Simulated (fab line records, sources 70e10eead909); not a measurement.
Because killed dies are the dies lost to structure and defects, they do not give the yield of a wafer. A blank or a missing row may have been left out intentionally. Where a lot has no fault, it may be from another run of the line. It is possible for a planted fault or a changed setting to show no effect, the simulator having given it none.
Which of the tools did it? || flow nand-harc || Sampling: 14 lots, 42 wafers, 3 of 1159 route steps

WHAT EACH GAUGE READ, for each wafer
NHARC_P_M0_INSPECT_11.
{"lot": "L638", "measured": "day 6 05:19", "on": "defect-inspect-01", "raw-defect-count": "1 5 3"}
{"lot": "L639", "measured": "day 6 05:47", "on": "defect-inspect-01", "raw-defect-count": "3 3 4"}
{"lot": "L640", "measured": "day 6 14:52", "on": "defect-inspect-01", "raw-defect-count": "7 5 3"}
{"lot": "L642", "measured": "day 6 20:02", "on": "defect-inspect-01", "raw-defect-count": "3 3 5"}
{"lot": "L645", "measured": "day 7 10:34", "on": "defect-inspect-02", "raw-defect-count": "3 3 2"}
{"lot": "L648", "measured": "day 8 08:50", "on": "defect-inspect-02", "raw-defect-count": "1 7 1"}
{"lot": "L649", "measured": "day 8 09:37", "on": "defect-inspect-01", "raw-defect-count": "2 4 3"}
{"lot": "L650", "measured": "day 9 03:15", "on": "defect-inspect-01", "raw-defect-count": "6 5 5"}
{"lot": "L653", "measured": "day 10 02:32", "on": "defect-inspect-02", "raw-defect-count": "4 2 2"}
{"lot": "L655", "measured": "day 10 04:15", "on": "defect-inspect-01", "raw-defect-count": "2 2 3"}
{"lot": "L656", "measured": "day 10 04:45", "on": "defect-inspect-01", "raw-defect-count": "2 1 4"}
{"lot": "L657", "measured": "day 10 08:40", "on": "defect-inspect-01", "raw-defect-count": "1 2 2"}
{"lot": "L658", "measured": "day 10 16:11", "on": "defect-inspect-02", "raw-defect-count": "3 5 5"}
{"lot": "L661", "measured": "day 11 07:57", "on": "defect-inspect-02", "raw-defect-count": "2 6 4"}

WHICH TOOL RAN EACH LOT (tool, then ch and the chambers of the sampled wafers, then the start)
{"lot": "L638", "NHARC_P_CONTACT_DEGAS_38": "pvd-sputter-02, day 5 18:10", "NHARC_P_M0_PEB_07": "litho-track-06 ch 0, day 6 05:06"}
{"lot": "L639", "NHARC_P_CONTACT_DEGAS_38": "pvd-sputter-03, day 5 19:13", "NHARC_P_M0_PEB_07": "litho-track-04 ch 0, day 6 05:35"}
{"lot": "L640", "NHARC_P_CONTACT_DEGAS_38": "pvd-sputter-01, day 6 07:47", "NHARC_P_M0_PEB_07": "litho-track-06 ch 0, day 6 14:39"}
{"lot": "L642", "NHARC_P_CONTACT_DEGAS_38": "pvd-sputter-02, day 6 14:34", "NHARC_P_M0_PEB_07": "litho-track-06 ch 0, day 6 19:49"}
{"lot": "L645", "NHARC_P_CONTACT_DEGAS_38": "pvd-sputter-03, day 7 07:52", "NHARC_P_M0_PEB_07": "litho-track-01 ch 0, day 7 10:22"}
{"lot": "L648", "NHARC_P_CONTACT_DEGAS_38": "pvd-sputter-01, day 8 06:19", "NHARC_P_M0_PEB_07": "litho-track-01 ch 0, day 8 08:38"}
{"lot": "L649", "NHARC_P_CONTACT_DEGAS_38": "pvd-sputter-03, day 8 07:05", "NHARC_P_M0_PEB_07": "litho-track-06 ch 0, day 8 09:25"}
{"lot": "L650", "NHARC_P_CONTACT_DEGAS_38": "pvd-sputter-03, day 9 00:52", "NHARC_P_M0_PEB_07": "litho-track-04 ch 0, day 9 03:02"}
{"lot": "L653", "NHARC_P_CONTACT_DEGAS_38": "pvd-sputter-01, day 9 17:52", "NHARC_P_M0_PEB_07": "litho-track-06 ch 0, day 10 02:20"}
{"lot": "L655", "NHARC_P_CONTACT_DEGAS_38": "pvd-sputter-01, day 9 23:50", "NHARC_P_M0_PEB_07": "litho-track-06 ch 0, day 10 04:03"}
{"lot": "L656", "NHARC_P_CONTACT_DEGAS_38": "pvd-sputter-01, day 10 01:46", "NHARC_P_M0_PEB_07": "litho-track-01 ch 0, day 10 04:33"}
{"lot": "L657", "NHARC_P_CONTACT_DEGAS_38": "pvd-sputter-01, day 10 06:08", "NHARC_P_M0_PEB_07": "litho-track-01 ch 0, day 10 08:28"}
{"lot": "L658", "NHARC_P_CONTACT_DEGAS_38": "pvd-sputter-03, day 10 13:44", "NHARC_P_M0_PEB_07": "litho-track-01 ch 0, day 10 15:59"}
{"lot": "L661", "NHARC_P_CONTACT_DEGAS_38": "pvd-sputter-02, day 11 05:26", "NHARC_P_M0_PEB_07": "litho-track-01 ch 0, day 11 07:45"}
- NHARC_P_CONTACT_DEGAS_38: time 60 s.
- NHARC_P_M0_PEB_07: peb time 65 s.

WHAT THE TOOLS THEMSELVES READ (means of the sampled wafers that have a number; where no wafer has one, the mark that the record gives instead)
NHARC_P_CONTACT_DEGAS_38.
{"lot": "L638", "tool": "pvd-sputter-02", "heater-power-w (W)": 434}
{"lot": "L639", "tool": "pvd-sputter-03", "heater-power-w (W)": 466}
{"lot": "L640", "tool": "pvd-sputter-01", "heater-power-w (W)": 489}
{"lot": "L642", "tool": "pvd-sputter-02", "heater-power-w (W)": 448}
{"lot": "L645", "tool": "pvd-sputter-03", "heater-power-w (W)": 453}
{"lot": "L648", "tool": "pvd-sputter-01", "heater-power-w (W)": 477}
{"lot": "L649", "tool": "pvd-sputter-03", "heater-power-w (W)": 432}
{"lot": "L650", "tool": "pvd-sputter-03", "heater-power-w (W)": 461}
{"lot": "L653", "tool": "pvd-sputter-01", "heater-power-w (W)": 476}
{"lot": "L655", "tool": "pvd-sputter-01", "heater-power-w (W)": 476}
{"lot": "L656", "tool": "pvd-sputter-01", "heater-power-w (W)": 473}
{"lot": "L657", "tool": "pvd-sputter-01", "heater-power-w (W)": 458}
{"lot": "L658", "tool": "pvd-sputter-03", "heater-power-w (W)": 453}
{"lot": "L661", "tool": "pvd-sputter-02", "heater-power-w (W)": 436}

NHARC_P_M0_PEB_07.
{"lot": "L638", "tool": "litho-track-06", "heater-power-total-W (W)": 156.4, "plate-temp-C (C)": 100.04}
{"lot": "L639", "tool": "litho-track-04", "heater-power-total-W (W)": 156.8, "plate-temp-C (C)": 99.98}
{"lot": "L640", "tool": "litho-track-06", "heater-power-total-W (W)": 157.0, "plate-temp-C (C)": 100.06}
{"lot": "L642", "tool": "litho-track-06", "heater-power-total-W (W)": 156.8, "plate-temp-C (C)": 99.97}
{"lot": "L645", "tool": "litho-track-01", "heater-power-total-W (W)": 156.4, "plate-temp-C (C)": 100.00}
{"lot": "L648", "tool": "litho-track-01", "heater-power-total-W (W)": 157.1, "plate-temp-C (C)": 100.10}
{"lot": "L649", "tool": "litho-track-06", "heater-power-total-W (W)": 156.7, "plate-temp-C (C)": 99.97}
{"lot": "L650", "tool": "litho-track-04", "heater-power-total-W (W)": 156.4, "plate-temp-C (C)": 99.86}
{"lot": "L653", "tool": "litho-track-06", "heater-power-total-W (W)": 148.7, "plate-temp-C (C)": 95.95}
{"lot": "L655", "tool": "litho-track-06", "heater-power-total-W (W)": 148.2, "plate-temp-C (C)": 96.33}
{"lot": "L656", "tool": "litho-track-01", "heater-power-total-W (W)": 156.5, "plate-temp-C (C)": 100.05}
{"lot": "L657", "tool": "litho-track-01", "heater-power-total-W (W)": 156.5, "plate-temp-C (C)": 100.04}
{"lot": "L658", "tool": "litho-track-01", "heater-power-total-W (W)": 156.2, "plate-temp-C (C)": 99.77}
{"lot": "L661", "tool": "litho-track-01", "heater-power-total-W (W)": 156.4, "plate-temp-C (C)": 99.98}

THE ANSWER, worked out from the rows above alone
Rule: the lots themselves supply what counts as usual. The widest of any qualifying gaps counts: lots, ordered by their means at a reading, are off when they make up no more than a third of the lots, leave a main group of 4 or more, and stand apart from it by 3 or more times the standard deviation of that group's means. A main group whose means are all the same, to the digits that the tables above print for the reading, isn't used. Also off: a lot with no number at a reading for which 4 or more lots have one. Any other lot the step has rows for is counted as sound. Order of review: gauges by route order, followed by the tools' own readings, for which a lot's mean as printed above is used. The first step at which some lot is off is used, and at that step the reading that is off furthest; a lot without a number counts as furthest.
Off: L653, L655, at NHARC_P_M0_PEB_07 (plate-temp-C). The main group: mean 99.98 C, standard deviation 0.087.
If a tool, at that step or one of the process steps before it, ran each lot that is off and ran no sound lot following the first of them, it fits. One fits: litho-track-06 at NHARC_P_M0_PEB_07. A fault onset in the window from L649 (day 8 09:25, its last sound lot) to L653 (day 10 02:20, its first lot off) fits.
The tool's own readings at NHARC_P_M0_PEB_07 bear it out: on the lots that are off they differ by more than 5 times the standard deviation of the sound lots' means. heater-power-total-W reads 148.4 W there against 156.6 W on the sound lots; plate-temp-C reads 96.14 C there against 99.98 C on the sound lots.

WHAT HAD BEEN PUT IN BY THE SIMULATOR
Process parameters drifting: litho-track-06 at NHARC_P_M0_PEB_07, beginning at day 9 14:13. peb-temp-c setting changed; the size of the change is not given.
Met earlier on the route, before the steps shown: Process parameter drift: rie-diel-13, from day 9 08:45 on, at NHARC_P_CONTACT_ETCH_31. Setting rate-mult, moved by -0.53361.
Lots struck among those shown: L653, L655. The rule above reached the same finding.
